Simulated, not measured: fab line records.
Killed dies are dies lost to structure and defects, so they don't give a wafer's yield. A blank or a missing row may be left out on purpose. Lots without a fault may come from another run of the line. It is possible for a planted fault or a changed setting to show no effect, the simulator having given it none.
Chamber matching :: flow nand-harc :: NHARC_P_GATE_ALD_36 on ald-sin-04: 4 sister chambers
The step deposits SiNx, target thk 20 nm, pulse time 60 s, ald cycles 223. 18 wafers are shown with their chamber, then 9 later ones without.

WAFERS PAIRED WITH THEIR CHAMBERS
wafer: L074.1
chamber: 2
heater-power-w (W): 692
precursor-pulse-height-rel: 1.000

wafer: L074.2
chamber: 0
heater-power-w (W): 905
precursor-pulse-height-rel: 0.995

wafer: L074.6
chamber: 1
heater-power-w (W): 968
precursor-pulse-height-rel: 1.017

wafer: L077.4
chamber: 2
heater-power-w (W): 673
precursor-pulse-height-rel: 1.007

wafer: L077.2
chamber: 3
heater-power-w (W): 806
precursor-pulse-height-rel: 0.995

wafer: L077.6
chamber: 0
heater-power-w (W): 869
precursor-pulse-height-rel: 1.008

wafer: L079.3
chamber: 3
heater-power-w (W): 810
precursor-pulse-height-rel: 1.016

wafer: L079.1
chamber: 1
heater-power-w (W): 972
precursor-pulse-height-rel: 0.998

wafer: L079.6
chamber: 1
heater-power-w (W): 947
precursor-pulse-height-rel: 0.978

wafer: L082.1
chamber: 1
heater-power-w (W): 955
precursor-pulse-height-rel: 1.013

wafer: L082.3
chamber: 2
heater-power-w (W): 711
precursor-pulse-height-rel: 1.004

wafer: L082.4
chamber: 3
heater-power-w (W): 816
precursor-pulse-height-rel: 1.001

wafer: L085.1
chamber: 2
heater-power-w (W): 705
precursor-pulse-height-rel: 1.027

wafer: L085.5
chamber: 1
heater-power-w (W): 957
precursor-pulse-height-rel: 0.992

wafer: L085.6
chamber: 0
heater-power-w (W): 907
precursor-pulse-height-rel: 1.029

wafer: L088.3
chamber: 1
heater-power-w (W): 1001
precursor-pulse-height-rel: 0.975

wafer: L088.1
chamber: 2
heater-power-w (W): 708
precursor-pulse-height-rel: 1.007

wafer: L088.4
chamber: 3
heater-power-w (W): 835
precursor-pulse-height-rel: 1.001

SIGNATURES (averages over the wafers above)
reading: heater-power-w
chamber 0: 893.67
chamber 1: 966.67
chamber 2: 697.80
chamber 3: 816.75
scatter within a chamber: 17.3

reading: precursor-pulse-height-rel
chamber 0: 1.01067
chamber 1: 0.99550
chamber 2: 1.00900
chamber 3: 1.00325
scatter within a chamber: 0.0141
Rule: a wafer lies at a distance from a chamber equal to the root of the sum of squares, over the readings, of (its reading less the chamber's mean, divided by the reading's scatter). If the next closest chamber is less than 2 further off than the closest, the wafer can't be placed; otherwise it belongs to the closest. The scatter is the square root of a quotient: the sum, over the shown wafers, of each reading's squared deviation from its chamber's mean, divided by wafers minus chambers.

WAFERS WITH NO CHAMBER GIVEN
wafer: L091.1
heater-power-w (W): 702
precursor-pulse-height-rel: 0.966

wafer: L091.3
heater-power-w (W): 979
precursor-pulse-height-rel: 0.962

wafer: L091.5
heater-power-w (W): 700
precursor-pulse-height-rel: 1.017

wafer: L093.3
heater-power-w (W): 894
precursor-pulse-height-rel: 1.030

wafer: L093.2
heater-power-w (W): 695
precursor-pulse-height-rel: 1.007

wafer: L093.5
heater-power-w (W): 828
precursor-pulse-height-rel: 1.009

wafer: L097.2
heater-power-w (W): 819
precursor-pulse-height-rel: 0.994

wafer: L097.4
heater-power-w (W): 901
precursor-pulse-height-rel: 1.008

wafer: L097.5
heater-power-w (W): 822
precursor-pulse-height-rel: 1.035

WHICH CHAMBER EACH WENT THROUGH
wafer: L091.1
from the rows above: 2
in truth: 2

wafer: L091.3
from the rows above: 1
in truth: 1

wafer: L091.5
from the rows above: 2
in truth: 2

wafer: L093.3
from the rows above: 0
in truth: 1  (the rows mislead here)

wafer: L093.2
from the rows above: 2
in truth: 2

wafer: L093.5
from the rows above: 3
in truth: 3

wafer: L097.2
from the rows above: 3
in truth: 3

wafer: L097.4
from the rows above: 0
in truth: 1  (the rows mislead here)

wafer: L097.5
from the rows above: 3
in truth: 3
Correctly placed: 7 of 9. Left unplaced by these rows: 0. 2 placed wrongly.
